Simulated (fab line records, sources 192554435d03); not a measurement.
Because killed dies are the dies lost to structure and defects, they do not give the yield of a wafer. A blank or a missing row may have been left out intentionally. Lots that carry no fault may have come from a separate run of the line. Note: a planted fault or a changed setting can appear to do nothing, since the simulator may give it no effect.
fab line records	flow n5Finfet	part 2 of 2: steps 22 to 30 of 30
record: lots: 5	wafers: 15	lastDay: 18
route steps=1938 shown BEOL_M14@1744 BEOL_M15@1773
lots that met no fault: taken from a fault-free run of the same line
startH: start of the lot's first displayed wafer, in hours after the record's first day	waitH: time in hours since the lot's previous step	" as in the row above	L1.1+2: one row covering several wafers at once	- no value present, or no start provided	* or withheld: withheld	< > ~ a bound
route shown NAME@n: names a module that has steps shown in the file, with the first one's number in the route	usual: average and standard deviation across the fault-free wafers	same: alike in all rows	chamber/n: place in a boat	sites: each site's reading	_std_site: how widely they spread, as a standard deviation	_edge_site: inner sites' mean taken away from outer sites' mean	radiusMm: how far each site lies from the wafer's centre	mask NAME#n: copy n	behind: the most recent tool/chamber to have shaped the wafer	hold: cause of the lot's hold/its duration in hours/its outcome	device: which transistor (n, p or np) failed to switch	end of line: tests of these same wafers at the route's end	a step with no rows: only its recipe	killed: not the wafer's yield, but the dies lost to structure and defects at the first sort	map: shows each die of a wafer: x if killed, . if not, _ if none is there
set.NAME: the setting that was run; set.NAME@STEP: the one run at that earlier step	model.NAME: the simulator's own value behind a step, which no gauge read
lots seen at some steps along the route; tables by step, rows by wafer
services: from which hour (startH, from the record's first day; less than 0 if before it) a tool's chamber was out of use, for how many hours, and why
== steps ==
step: N5_BEOL_M14_ECD_47
recipe: material: Cu	targetThkA: 12480
lot.wafer	tool	chamber	startH	waitH
L082.2+3+5	ecdCu-02	1	337.04	0.1
L089.3+5+6	ecdCu-02	1,0,1	368.83	0.1
L086.1+3+6	ecdCu-01	0,1,0	368.89	0.1
L088.3+4+6	ecdCu-01	0,1,1	385.91	0.1
L091.3+5+6	ecdCu-02	0,1,0	402.30	0.1
step: N5_BEOL_M14_ANNEAL_48
recipe: tempC: 225	timeS: 90	ambient: N2
usual: wafer_temp_C_max: 225.8/0.33
lot.wafer	tool	chamber	startH	waitH	wafer_temp_C_max
L082.2	rtpAnneal-02	0	337.28	0.2	225.9
L082.3	"	0	"	"	225.6
L082.5	"	0	"	"	225.8
L089.3	rtpAnneal-01	0	369.06	0.2	225.6
L089.5	"	0	"	"	225.5
L089.6	"	0	"	"	225.6
L086.1	rtpAnneal-01	0	369.42	0.5	225.9
L086.3	"	0	"	"	225.7
L086.6	"	0	"	"	225.4
L088.3	rtpAnneal-01	0	386.13	0.2	226.0
L088.4	"	0	"	"	226.0
L088.6	"	0	"	"	225.7
L091.3	rtpAnneal-02	0	402.83	0.5	225.5
L091.5	"	0	"	"	226.0
L091.6	"	0	"	"	226.0
step: N5_BEOL_M14_CMP_49
recipe: stopOn: SiO2	tOverpolishS: 5.2	downForcePsi: 2	platenRpm: 80	clearingPlatenDownForcePsi: 2	clearingPlatenRpm: 80	postCmpClean: cuAlkaline	targetThkNm: 560	clearingPlatenPadVelocityMS: 1.5917	padVelocityMS: 1.5917
usual: barrierFieldEndpointS: 11.37/0.27	headPressurePsi: 2.000/0.0042	motorCurrentA: 8.3/0.62	overpolishRunS: 5.200/0.0088	timeToEndpointS: 120/4.8
lot.wafer	tool	chamber	startH	waitH	barrierFieldEndpointS	headPressurePsi	motorCurrentA	overpolishRunS	timeToEndpointS
L082.3	cmp-04	1	337.57	0.2	11.19	2.005	8.9	5.199	120
L082.2	"	2	"	"	11.65	2.008	7.6	5.192	125
L082.5	"	1	"	"	11.36	2.005	8.9	5.216	123
L089.3	cmp-02	2	369.34	0.2	11.53	2.001	8.3	5.204	120
L089.6	"	0	"	"	11.18	2.000	9.5	5.201	113
L089.5	"	1	"	"	11.67	1.998	7.9	5.192	123
L086.1	cmp-01	0	369.79	0.3	11.54	2.003	8.3	5.211	124
L086.3	"	1	"	"	11.93	2.003	7.4	5.201	131
L086.6	"	3	"	"	11.40	2.003	7.0	5.204	124
L088.3	cmp-04	0	386.41	0.2	11.44	2.001	7.6	5.209	122
L088.4	"	1	"	"	11.27	1.996	8.7	5.203	115
L088.6	"	2	"	"	11.44	2.007	7.6	5.198	120
L091.3	cmp-02	0	403.13	0.3	10.97	2.003	8.8	5.201	112
L091.5	"	2	"	"	11.75	1.997	9.1	5.195	123
L091.6	"	3	"	"	11.41	2.008	7.3	5.194	118
step: N5_BEOL_M14_THK_MEAS_50
recipe: thkMeasGauge: xrf	reads: Cu_of_BEOL_M14_ECD_47
usual: M14_THK: 565/14
lot.wafer	tool	chamber	startH	waitH	M14_THK[nm]
L082.2	filmMetro-02	-	337.82	-	572
L082.3	"	-	"	"	581
L082.5	"	-	"	"	543
L089.3	filmMetro-01	-	369.56	-	535
L089.5	"	-	"	"	536
L089.6	"	-	"	"	552
L086.1	filmMetro-01	-	370.01	-	547
L086.3	"	-	"	"	546
L086.6	"	-	"	"	563
L088.3	filmMetro-01	-	386.63	-	578
L088.4	"	-	"	"	566
L088.6	"	-	"	"	579
L091.3	filmMetro-02	-	403.35	-	546
L091.5	"	-	"	"	558
L091.6	"	-	"	"	575
step: N5_BEOL_M14_PRE_CLEAN_52
recipe: gas: NH3	timeS: 15	tempC: withheld	rfPowerW: 300
lot.wafer	tool	chamber	startH	waitH
L082.2+3+5	pecvd-04	1,0,1	337.86	0.0
L089.3+5+6	pecvd-02	0,0,2	369.60	0.0
L086.1+3+6	pecvd-04	0,1,1	370.05	0.0
L088.3+4+6	pecvd-04	0,2,0	386.68	0.0
L091.3+5+6	pecvd-02	0,2,1	403.39	0.0
step: N5_BEOL_M14_DEP_53
recipe: material: SiCN	targetThkA: 500	tempC: withheld	precursor: 3MS/NH3	pressureTorr: 3	rfW: 675	timeS: 17.8
usual: showerheadPlenumPTorr: 4.151/0.026	throttleValvePct: 18.0/0.91
lot.wafer	tool	chamber	startH	waitH	showerheadPlenumPTorr	throttleValvePct
L082.2	pecvd-04	1	337.88	0.0	4.178	18.9
L082.3	"	0	"	"	4.161	18.2
L082.5	"	1	"	"	4.177	18.8
L089.3	pecvd-02	0	369.62	0.0	4.181	19.1
L089.5	"	0	"	"	4.166	19.3
L089.6	"	2	"	"	4.133	17.8
L086.1	pecvd-04	0	370.07	0.0	4.159	18.2
L086.3	"	1	"	"	4.160	19.1
L086.6	"	1	"	"	4.169	19.0
L088.3	pecvd-04	0	386.72	0.0	4.156	18.1
L088.4	"	2	"	"	4.102	17.3
L088.6	"	0	"	"	4.163	18.2
L091.3	pecvd-02	0	403.41	0.0	4.175	19.0
L091.5	"	2	"	"	4.127	17.8
L091.6	"	1	"	"	4.146	19.8
step: N5_BEOL_M14_RS_MEAS_54
recipe: thkMeasGauge: four-point-probe	reads: Cu_of_BEOL_M14_ECD_47+Ta_of_BEOL_M14_SPUTTER_44+TaN_of_BEOL_M14_SPUTTER_43
usual: M14_RS: 0.0331/0.00085
lot.wafer	tool	chamber	startH	waitH	M14_RS[ohm/sq]
L082.2	filmMetro-02	-	337.95	0.1	0.0325
L082.3	"	-	"	"	0.0321
L082.5	"	-	"	"	0.0345
L089.3	filmMetro-02	-	369.69	0.1	0.0349
L089.5	"	-	"	"	0.0347
L089.6	"	-	"	"	0.0334
L086.1	filmMetro-01	-	370.14	0.0	0.0338
L086.3	"	-	"	"	0.0341
L086.6	"	-	"	"	0.0332
L088.3	filmMetro-02	-	386.79	0.1	0.0323
L088.4	"	-	"	"	0.0331
L088.6	"	-	"	"	0.0323
L091.3	filmMetro-01	-	403.48	0.1	0.0343
L091.5	"	-	"	"	0.0337
L091.6	"	-	"	"	0.0327
step: N5_BEOL_M14_INSPECT_55
recipe: inspectInstrument: darkfield	mode: postDep
usual: rawDefectCount: 75/21
lot.wafer	tool	chamber	startH	waitH	rawDefectCount
L082.2	defectInspect-01	-	337.98	0.0	61
L082.3	"	-	"	"	100
L082.5	"	-	"	"	73
L089.3	defectInspect-02	-	369.72	0.0	99
L089.5	"	-	"	"	63
L089.6	"	-	"	"	64
L086.1	defectInspect-02	-	370.16	0.0	65
L086.3	"	-	"	"	79
L086.6	"	-	"	"	86
L088.3	defectInspect-02	-	386.82	0.0	93
L088.4	"	-	"	"	49
L088.6	"	-	"	"	50
L091.3	defectInspect-02	-	403.51	0.0	71
L091.5	"	-	"	"	97
L091.6	"	-	"	"	123
step: N5_BEOL_M15_ILD_DEP_00
recipe: material: SiO2	targetThkA: 16293	tempC: 400	precursor: TEOS/O2	pressureTorr: 6.5	rfW: 900	teosFlowSccm: 161.4	gas: O2	flowSccm: 2650	timeS: 346.1
usual: heaterPowerW: 530/81	showerheadPlenumPTorr: 8.34/0.037	throttleValvePct: 19.4/1.3
lot.wafer	tool	chamber	startH	waitH	heaterPowerW	showerheadPlenumPTorr	throttleValvePct
L082.2	pecvd-03	0	338.01	0.0	528	8.35	21.1
L082.3	"	1	"	"	512	8.33	20.3
L082.5	"	0	"	"	637	8.36	20.8
L089.3	pecvd-03	2	369.75	0.0	469	8.39	17.6
L089.5	"	2	"	"	521	8.34	17.8
L089.6	"	0	"	"	625	8.38	21.3
L086.1	pecvd-01	2	370.21	0.0	402	8.40	17.1
L086.3	"	0	"	"	527	8.38	18.2
L086.6	"	1	"	"	537	8.32	17.5
L088.3	pecvd-02	2	386.85	0.0	614	8.31	18.4
L088.4	"	1	"	"	508	8.30	20.0
L088.6	"	0	"	"	562	8.37	20.1
L091.3	pecvd-03	1	403.54	0.0	478	8.34	20.3
L091.5	"	2	"	"	411	8.39	17.8
L091.6	"	0	"	"	646	8.35	20.8
== services ==
tool	chamber	startH	hours	kind
rtpAnneal-01	-	317.71	2.4	pm
cmp-04	-	323.84	1.4	repair
cmp-01	-	327.24	4.1	pm
pecvd-03	-	331.36	0.6	repair
cmp-01	-	331.60	2.1	repair
wetBench-03	-	342.67	1.9	pm
cmp-01	-	342.81	4.0	pm
cmp-01	-	346.81	7.1	pm
rieDiel-03	3	348.27	-	clean
rieDiel-03	3	348.27	-	consumableReplace:focusRing
rieDiel-03	3	348.27	19.9	scheduledDown
rieDiel-03	3	348.27	19.9	ventCycle
cmp-04	-	351.66	1.4	repair
pvdSputter-03	-	353.36	1.1	repair
pvdSputter-03	-	355.01	3.2	repair
cmp-02	-	374.01	0.6	repair
pecvd-02	-	376.57	1.0	repair
pecvd-01	-	377.41	1.3	repair
ecdCu-02	-	378.19	6.2	repair
rieDiel-05	2	381.55	8.7	repair
rieDiel-01	2	385.76	11.6	repair
cmp-04	-	387.49	0.4	repair
ecdCu-01	-	388.91	4.2	repair
cmp-01	-	396.63	1.4	repair
